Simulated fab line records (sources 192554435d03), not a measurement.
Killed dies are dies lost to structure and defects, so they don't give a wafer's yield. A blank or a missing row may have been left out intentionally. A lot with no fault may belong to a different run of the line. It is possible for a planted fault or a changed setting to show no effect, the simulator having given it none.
Lot-split experiment + flow n5Finfet + 7 lots, 21 wafers read, on a route of 1938 steps

THE SPLIT
At N5_MOL_CONTACT_COAG_COAT_76 (time 60 s, resist thk 10 nm), the setting spinRpm was moved away from the recipe's 1500 rpm on 8 of the 21 wafers read, by -9.9% to +3.3%. This setting was run at the recipe's value on the other wafers.

FROM THE SPLIT TO THE READING: what the file shows between them, 4 steps
- N5_MOL_CONTACT_COAG_COAT_77: time 60 s, resist thk 10 nm
- N5_MOL_CONTACT_COAG_COAT_78: resist thk 40 nm
- N5_MOL_CONTACT_COAG_DESCUM_88: chemistry O2, time 7 s
- N5_MOL_CONTACT_COAG_ETCH_89: etches underlayer in N2/H2, target depth 13 nm, time 10.4 s

THE READING
etch.depthNm (the simulator's own value, which no gauge read), in nm, at N5_MOL_CONTACT_COAG_ETCH_90 (etches SiARC in CF4, target depth 13 nm, time 21.7 s). The file does not state a usual value for it. Across the 13 wafers here that went through the recipe, the average is 9.996 nm and the standard deviation 0.023 nm.

| wafer  | tool, chamber at the split | spinRpm as run, rpm | against the recipe | etch.depthNm, nm | against lot-mates on the recipe |
|--------|----------------------------|---------------------|--------------------|------------------|---------------------------------|
| L081.2 | lithoTrack-02, 0           | 1500                | recipe             | 9.979            | -                               |
| L081.3 | lithoTrack-02, 0           | 1448                | -3.5%              | 10.16            | +0.181                          |
| L081.4 | lithoTrack-02, 0           | 1448                | -3.5%              | 10.17            | +0.191                          |
| L082.1 | lithoTrack-05, 0           | 1500                | recipe             | 9.986            | -                               |
| L082.4 | lithoTrack-05, 0           | 1500                | recipe             | 9.995            | -                               |
| L082.5 | lithoTrack-05, 0           | 1549                | +3.3%              | 9.834            | -0.157                          |
| L083.1 | lithoTrack-05, 0           | 1500                | recipe             | 10.04            | -                               |
| L083.4 | lithoTrack-05, 0           | 1500                | recipe             | 10.02            | -                               |
| L083.6 | lithoTrack-05, 0           | 1500                | recipe             | 10.03            | -                               |
| L089.2 | lithoTrack-02, 0           | 1355                | -9.7%              | 10.48            | +0.488                          |
| L089.3 | lithoTrack-02, 0           | 1355                | -9.7%              | 10.5             | +0.508                          |
| L089.6 | lithoTrack-02, 0           | 1500                | recipe             | 9.992            | -                               |
| L092.4 | lithoTrack-02, 0           | 1445                | -3.7%              | 10.14            | +0.182                          |
| L092.5 | lithoTrack-02, 0           | 1500                | recipe             | 9.958            | -                               |
| L092.6 | lithoTrack-02, 0           | 1445                | -3.7%              | 10.16            | +0.202                          |
| L093.1 | lithoTrack-02, 0           | 1352                | -9.9%              | 10.56            | +0.566                          |
| L093.3 | lithoTrack-02, 0           | 1500                | recipe             | 10.01            | -                               |
| L093.5 | lithoTrack-02, 0           | 1500                | recipe             | 9.977            | -                               |
| L094.2 | lithoTrack-02, 0           | 1500                | recipe             | 9.982            | -                               |
| L094.4 | lithoTrack-02, 0           | 1500                | recipe             | 10.01            | -                               |
| L094.6 | lithoTrack-02, 0           | 1500                | recipe             | 9.972            | -                               |

THE FIT
A straight line over all 21 wafers: etch.depthNm changes by -0.0522 nm for each +1% of spinRpm; r = -0.99; the points scatter about the line by 0.026 nm.
The same after taking each lot's own level away (the mean of its wafers on the recipe; 21 wafers): -0.0531 nm for each +1%; r = -1.00; scatter 0.016 nm.
According to that fit, moving spinRpm by its largest amount changes the reading by 0.52 nm.
The lots' own levels span 9.9580 to 10.0300 nm, that is 3.1 times the standard deviation above.
Hence the lot-to-lot level has little effect on the slope; both slopes agree.
Check: for one of the wafers moved furthest among these (-9.9%), held out of the fit, the line's prediction against its lot-mates is +0.509 nm. Against them it came out at +0.566 nm.

THE WHOLE CHAIN: every reading that the file lists as answering this split, in the file's order
| step                        | what it does                                         | reading                                                                                  | change (the file's fit)                | r (the file's) |
|-----------------------------|------------------------------------------------------|------------------------------------------------------------------------------------------|----------------------------------------|----------------|
| N5_MOL_CONTACT_COAG_COAT_76 | time 60 s, resist thk 10 nm                          | SiARC_of_MOL_CONTACT_COAG_COAT_76.thkNm (the simulator's own value, which no gauge read) | -0.0523 nm for each +1% of the setting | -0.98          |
| N5_MOL_CONTACT_COAG_ETCH_90 | etches SiARC in CF4, target depth 13 nm, time 21.7 s | etch.depthNm (the simulator's own value, which no gauge read)                            | -0.0541 nm for each +1% of the setting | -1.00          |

FILE'S OWN FIT
etch.depthNm changes by -0.0541 nm for each +1% of spinRpm, r = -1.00.
